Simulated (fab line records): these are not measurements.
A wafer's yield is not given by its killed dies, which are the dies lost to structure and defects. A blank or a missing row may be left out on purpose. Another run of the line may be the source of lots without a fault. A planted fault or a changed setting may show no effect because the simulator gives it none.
Which tool is to blame? | flow n5-finfet | 12 lots, 36 wafers sampled, at 3 steps of a route of 1938

== WHAT THE GAUGES SHOWED, per wafer ==
N5_BEOL_M8_THK_MEAS_01.
lot  | measured     | on            | M8_ILD_THK (nm)
L076 | day 11 01:01 | film-metro-02 | 153.8 152.7 157.9
L077 | day 11 10:11 | film-metro-02 | 153.3 155.5 156.2
L079 | day 12 05:33 | film-metro-01 | 151.5 155.4 153.5
L080 | day 12 08:05 | film-metro-01 | 152.8 154.1 158.5
L085 | day 12 22:57 | film-metro-01 | 152.9 155.5 156.7
L084 | day 13 11:54 | film-metro-02 | 154.3 159.4 156.7
L089 | day 13 19:37 | film-metro-01 | 151.9 152.8 153.3
L088 | day 14 12:10 | film-metro-02 | 151.7 151.3 157.8
L091 | day 15 07:33 | film-metro-02 | 150.4 151.7 153.2
L093 | day 15 16:28 | film-metro-01 | 151.9 157.2 155.0
L095 | day 15 17:21 | film-metro-01 | 155.0 154.9 158.3
L097 | day 16 14:02 | film-metro-02 | 151.5 152.6 157.0

== WHICH TOOL RAN EACH LOT (tool, then ch and the chambers of the sampled wafers, then the start) ==
lot  | N5_BEOL_M7_SURFACE_TREAT_79  | N5_BEOL_M7_SPUTTER_48
L076 | pvd-sputter-03, day 10 23:12 | pvd-sputter-02, day 10 23:26
L077 | pvd-sputter-02, day 11 08:06 | pvd-sputter-03, day 11 08:18
L079 | pvd-sputter-03, day 12 03:02 | pvd-sputter-03, day 12 03:19
L080 | pvd-sputter-03, day 12 05:58 | pvd-sputter-01, day 12 06:18
L085 | pvd-sputter-03, day 12 19:49 | pvd-sputter-01, day 12 20:13
L084 | pvd-sputter-02, day 13 09:41 | pvd-sputter-01, day 13 09:52
L089 | pvd-sputter-03, day 13 16:03 | pvd-sputter-03, day 13 16:34
L088 | pvd-sputter-01, day 14 09:58 | pvd-sputter-01, day 14 10:13
L091 | pvd-sputter-02, day 15 04:48 | pvd-sputter-01, day 15 05:48
L093 | pvd-sputter-03, day 15 13:14 | pvd-sputter-01, day 15 14:07
L095 | pvd-sputter-02, day 15 15:22 | pvd-sputter-01, day 15 15:35
L097 | pvd-sputter-02, day 16 11:53 | pvd-sputter-01, day 16 12:17
- N5_BEOL_M7_SURFACE_TREAT_79
- N5_BEOL_M7_SPUTTER_48: material Cu, target thk 10 nm, time 1.667 s.

== THE ANSWER, worked out from the rows above alone ==
Rule: the usual values come from the lots themselves. The widest of any qualifying gaps counts: lots, ordered by their means at a reading, are off when they make up no more than a third of the lots, leave a main group of 4 or more, and stand apart from it by 3 or more times the standard deviation of that group's means. If all means in a main group match to the digits the tables above print for the reading, that group is not used. A lot without any number at a reading at which 4 lots or more have one is off too. The other lots that the step has rows for count as sound.
Across all readings shown, no lot is off: no conclusion can be drawn from this.

== WHAT THE SIMULATOR HAD INSERTED ==
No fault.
